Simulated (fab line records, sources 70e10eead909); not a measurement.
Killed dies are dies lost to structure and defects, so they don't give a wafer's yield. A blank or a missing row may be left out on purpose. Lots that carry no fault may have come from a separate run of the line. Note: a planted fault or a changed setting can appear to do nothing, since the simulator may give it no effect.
Which of the tools did it? | flow nand harc | Sampling: 14 lots, 42 wafers, 5 of 1302 route steps

== WHAT EACH GAUGE READ, for each wafer ==
NHARC_P_BONDPAD_THK_MEAS_20: measures by xrf.
lot  | measured     | on            | thk nm (nm)
L422 | day 6 23:10  | film metro-02 | 163.7 161.4 163.2
L423 | day 7 11:08  | film metro-02 | 161.2 160.4 162.9
L424 | day 8 04:43  | film metro-02 | 162.1 160.9 163.0
L425 | day 8 08:29  | film metro-02 | 160.7 163.1 159.5
L426 | day 8 20:11  | film metro-01 | 161.8 162.9 162.1
L427 | day 9 04:15  | film metro-01 | 158.2 159.4 160.2
L428 | day 9 16:19  | film metro-02 | 159.2 162.4 162.2
L429 | day 10 08:40 | film metro-01 | 162.5 161.9 161.0
L438 | day 13 19:49 | film metro-01 | 160.2 162.1 161.9
L440 | day 14 11:56 | film metro-01 | 158.9 161.4 164.1
L439 | day 14 12:16 | film metro-02 | 159.6 160.8 158.8
L442 | day 15 17:06 | film metro-02 | 160.7 163.2 159.7
L443 | day 16 00:41 | film metro-02 | 161.3 158.6 157.9
L444 | day 16 13:40 | film metro-02 | 162.7 159.9 161.0

NHARC_A_ZERO_WELL_INSPECT_17.
lot  | measured     | on                | raw defect count
L422 | day 7 02:03  | defect inspect-02 | 8 18 4
L423 | day 7 14:07  | defect inspect-01 | 12 20 8
L424 | day 8 07:43  | defect inspect-02 | 20 14 5
L425 | day 8 11:20  | defect inspect-02 | 5 5 6
L426 | day 8 23:07  | defect inspect-02 | 4 6 15
L427 | day 9 07:15  | defect inspect-01 | 13 16 21
L428 | day 9 19:22  | defect inspect-02 | 5 10 10
L429 | day 10 11:40 | defect inspect-01 | 7 4 5
L438 | day 13 22:47 | defect inspect-02 | 19 9 8
L440 | day 14 15:05 | defect inspect-01 | 13 17 21
L439 | day 14 15:37 | defect inspect-01 | 8 8 6
L442 | day 15 19:57 | defect inspect-01 | 5 11 5
L443 | day 16 03:40 | defect inspect-01 | 7 23 23
L444 | day 16 16:50 | defect inspect-02 | 6 12 5

NHARC_A_SOURCE_PLATE_THK_MEAS_09: measures by ellipsometry.
lot  | measured     | on            | thk nm (nm)
L422 | day 7 08:53  | film metro-02 | 9.2 8.1 10.9
L423 | day 7 21:49  | film metro-02 | 8.6 10.9 10.1
L424 | day 8 17:10  | film metro-01 | 9.8 7.7 12.1
L425 | day 8 21:50  | film metro-01 | 14.3 15.1 15.2
L426 | day 9 07:17  | film metro-01 | 8.8 9.7 8.6
L427 | day 9 19:10  | film metro-02 | 14.2 16.6 17.3
L428 | day 10 09:31 | film metro-01 | 17.8 15.5 16.3
L429 | day 10 18:28 | film metro-02 | 9.5 9.1 12.0
L438 | day 14 06:07 | film metro-01 | 10.1 9.3 10.5
L440 | day 14 21:53 | film metro-01 | 10.4 10.9 9.1
L439 | day 14 21:53 | film metro-02 | 9.5 11.0 10.1
L442 | day 16 02:49 | film metro-01 | 10.5 10.4 10.1
L443 | day 16 12:08 | film metro-02 | 9.9 10.6 8.3
L444 | day 17 00:07 | film metro-01 | 8.9 9.2 8.7

NHARC_A_ONON_D1_THK_MEAS_08: measures by ellipsometry.
lot  | measured     | on            | thk nm (nm)
L422 | day 7 23:15  | film metro-01 | 1013 1015 1014
L423 | day 8 12:15  | film metro-02 | 1000 1000 1001
L424 | day 9 07:58  | film metro-01 | 1000 997 1001
L425 | day 9 09:27  | film metro-02 | 995 995 998
L426 | day 9 21:37  | film metro-02 | 997 998 998
L427 | day 10 07:32 | film metro-02 | 998 998 998
L428 | day 10 19:11 | film metro-02 | 975 976 976
L429 | day 11 08:54 | film metro-01 | 1000 1001 1002
L438 | day 14 21:03 | film metro-01 | 1008 1005 1006
L440 | day 15 12:49 | film metro-01 | 999 998 998
L439 | day 15 12:48 | film metro-01 | 995 996 994
L442 | day 16 17:29 | film metro-01 | 1005 1005 1003
L443 | day 17 04:58 | film metro-02 | 1007 1007 1007
L444 | day 17 14:56 | film metro-02 | 1015 1014 1014

== WHICH TOOL RAN EACH LOT (tool, then ch and the chambers of the sampled wafers, then the start) ==
lot  | NHARC_A_SOURCE_PLATE_OXIDE_02
L422 | furnace-04 ch 0, day 7 04:49
L423 | furnace-01 ch 0, day 7 17:46
L424 | furnace-04 ch 0, day 8 13:07
L425 | furnace-04 ch 0, day 8 13:07
L426 | furnace-04 ch 0, day 9 03:13
L427 | furnace-04 ch 0, day 9 10:01
L428 | furnace-04 ch 0, day 9 22:07 and furnace-05 ch 0, day 10 05:09
L429 | furnace-04 ch 0, day 10 14:25
L438 | furnace-01 ch 0, day 14 02:02
L440 | furnace-04 ch 0, day 14 17:50
L439 | furnace-04 ch 0, day 14 17:50
L442 | furnace-04 ch 0, day 15 22:43
L443 | furnace-04 ch 0, day 16 08:08
L444 | furnace-01 ch 0, day 16 20:05
- NHARC_A_SOURCE_PLATE_OXIDE_02: material SiO2, target thk 10 nm, ox time 1362 s.

== AS READ BY THE TOOLS THEMSELVES (means over the sampled wafers that have a number; for cases with no such wafer, the mark the record gives instead) ==
The record holds no such reading with a usual standard deviation.

== THE ANSWER, worked out from the rows above alone ==
Rule: what is usual is taken from the lots themselves. The widest of any qualifying gaps counts: lots, ordered by their means at a reading, are off when they make up no more than a third of the lots, leave a main group of 4 or more, and stand apart from it by 3 or more times the standard deviation of that group's means. The tables above print the reading to a certain number of digits; a main group whose means all agree to those digits is not used. A lot without any number at a reading at which 4 lots or more have one is off too. Any other lot the step has rows for is counted as sound. First the gauges in route order, then the tools' own readings, where a lot's mean is used as printed above. The first step at which some lot is off is used, and at that step the reading that is off furthest; a lot without a number counts as furthest.
Off, at NHARC_A_SOURCE_PLATE_THK_MEAS_09 on thk nm: L425, L427, L428. For the main group the mean is 9.8 nm and the standard deviation 0.46.
If a tool, at a process step before that reading, ran all the lots that are off and no sound lot after the first of them, it fits. Those tools and the gauges at NHARC_A_SOURCE_PLATE_THK_MEAS_09 are tried in the same way. None of those tried fits.

== WHAT HAD BEEN PUT IN BY THE SIMULATOR ==
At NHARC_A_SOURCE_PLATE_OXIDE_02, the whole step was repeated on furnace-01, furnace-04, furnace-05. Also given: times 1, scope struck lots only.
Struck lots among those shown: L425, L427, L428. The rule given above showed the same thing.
